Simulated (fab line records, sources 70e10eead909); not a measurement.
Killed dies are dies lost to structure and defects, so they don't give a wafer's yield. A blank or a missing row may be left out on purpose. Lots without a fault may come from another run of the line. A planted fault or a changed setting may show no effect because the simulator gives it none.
Problem report in the 8D (eight disciplines) form, filled by code | flow nand_harc | the parts of the form that need people (team, actions taken, sign-off) are left out

1. THE PROBLEM
run_length_s at NHARC_A_CONTACT_ETCH_30 reads a mean of 44.0 s on 1 wafer of 1 lot; wafers without a fault read 51.5 s with a standard deviation of 0.61. That is -12 standard deviations from the usual mean.
The step: etches the open film in CF4/CHF3, target depth 60.5 nm, time 30.2 s.
First seen on wafer L346.6, day 18 09:27, on rie_diel-12. The record holds 39 wafers of 13 lots with a number at this step. Rule for "out", or "out of limits": more than 4 standard deviations from the usual mean. The other wafers with a number count as sound.

2. WHAT IT IS AND WHAT IT IS NOT
question                    | is                | is not
which readings at this step | run_length_s      | drypump_motor_current_A, oes_product_au, rf_vpp_V, showerhead_plenum_p_Torr, throttle_valve_pct
which lots                  | L346              | L340, L342, L343, L353, L354, L356, L358, L359, L360, L361, L362, L363
which wafers of those lots  | L346.6            | L346.2, L346.5
read on which tools         | rie_diel-12       | rie_diel-02, rie_diel-03
when                        | from day 18 09:27 | up to then (11 sound wafers); but 27 sound wafers of L353, L354, L356, L358, L359, L360, L361, L362, L363 came after

3. SUSPECTS, AND WHAT RULES EACH OUT
Counting: a tool at a process step up to the reading stays a suspect if it ran every lot that is out. Sound lots after the first of them don't rule it out here, since some wafers of a struck lot are sound.
- acl_dep-02 at NHARC_A_CONTACT_DEP_84 (deposits aC, target thk 2000 nm): kept. It ran the lot that is out, L346 (day 18 06:57); its last sound lot up to then is L343 (day 17 06:41).
- rie_diel-12 at NHARC_A_CONTACT_ETCH_88 (etches the open film in CF4, target depth 39 nm, time 65 s): kept. It ran the lot that is out, L346 (day 18 09:00); its last sound lot up to then is L340 (day 17 11:20).
- rie_diel-12 at NHARC_A_CONTACT_ETCH_30 (etches the open film in CF4/CHF3, target depth 60.5 nm, time 30.2 s): kept. It ran the lot that is out, L346 (day 18 09:27); its last sound lot up to then is L340 (day 17 12:00). Its own readings are out on those wafers: run_length_s.
- Within rie_diel-12 at NHARC_A_CONTACT_ETCH_30: the wafers that are out ran in chamber 0; their sound lot-mates ran in chambers 1, 3.
Left after counting: acl_dep-02 at NHARC_A_CONTACT_DEP_84, rie_diel-12 at NHARC_A_CONTACT_ETCH_88, rie_diel-12 at NHARC_A_CONTACT_ETCH_30.

4. THE CAUSE (what the simulator had put in)
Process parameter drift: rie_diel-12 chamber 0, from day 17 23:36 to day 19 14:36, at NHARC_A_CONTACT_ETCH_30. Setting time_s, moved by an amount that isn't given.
Counting left 3 suspects, and this tool is among them.

5. THE CHAIN OF EFFECTS, in route order
Each row: a reading whose mean over the struck wafers that have a number lies more than 3 standard deviations from the usual. Only readings for which the record gives a usual standard deviation are gone through. hours: the time from each lot's start at the first step in this table that gives one to its start at this step, as a median over the lots. sigmas: the change in usual standard deviations.
hours | step                    | reading      | usual  | on struck wafers | change | sigmas
0     | NHARC_A_CONTACT_ETCH_30 | run_length_s | 51.5 s | 44.0             | -7.5   | -12
The process steps in it:
- NHARC_A_CONTACT_ETCH_30: etches the open film in CF4/CHF3, target depth 60.5 nm, time 30.2 s.

6. WHAT WOULD HAVE CAUGHT IT SOONER
In this record the first reading out of limits was taken at day 18 09:27, 10 hours after the fault began at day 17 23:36.
